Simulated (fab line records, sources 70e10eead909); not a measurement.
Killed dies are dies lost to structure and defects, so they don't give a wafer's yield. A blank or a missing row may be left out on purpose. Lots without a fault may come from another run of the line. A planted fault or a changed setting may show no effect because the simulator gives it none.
Chamber matching | flow nand_harc | NHARC_A_M0_ETCH_34 on rie_diel-09: 4 sister chambers
The step etches the open film in N2/H2, target depth 40 nm, overetch 12 nm, time 43.94 s. 4 wafers are shown with their chamber, then 8 later ones without.

WAFERS WITH THEIR CHAMBER
wafer  | chamber | showerhead_plenum_p_Torr (Torr)
L526.1 | 2       | 2.19
L531.1 | 3       | 2.20
L531.2 | 1       | 2.07
L540.2 | 0       | 1.98

WAFERS WITHOUT THEIR CHAMBER
wafer  | showerhead_plenum_p_Torr (Torr)
L540.5 | 2.19
L540.6 | 2.06
L541.2 | 2.19
L541.4 | 2.20
L541.5 | 2.06
L543.2 | 1.98
L543.4 | 2.18
L543.6 | 2.20

WHICH CHAMBER EACH WENT THROUGH
wafer  | from the rows above     | in truth
L540.5 | can't be placed: 2 or 3 | 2
L540.6 | 1                       | 1
L541.2 | can't be placed: 2 or 3 | 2
L541.4 | can't be placed: 3 or 2 | 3
L541.5 | 1                       | 1
L543.2 | 0                       | 0
L543.4 | can't be placed: 2 or 3 | 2
L543.6 | can't be placed: 3 or 2 | 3
Placed correctly: 3 of 8. Can't be placed from these rows: 5 (the true chamber is among the candidates in 5). Placed wrongly: 0.
How it was worked out, from the rows above alone: a wafer's distance from a chamber is the root of the sum, over the readings, of the square of ((its reading less the chamber's mean) divided by the reading's scatter). The wafer belongs to the nearest chamber; if the next one is less than 2 further off, it can't be placed. A chamber's mean is the mean of its shown wafers. The scatter: with one shown wafer a chamber, the root of the mean of the squares of how far each hidden wafer lies from its nearest shown one.
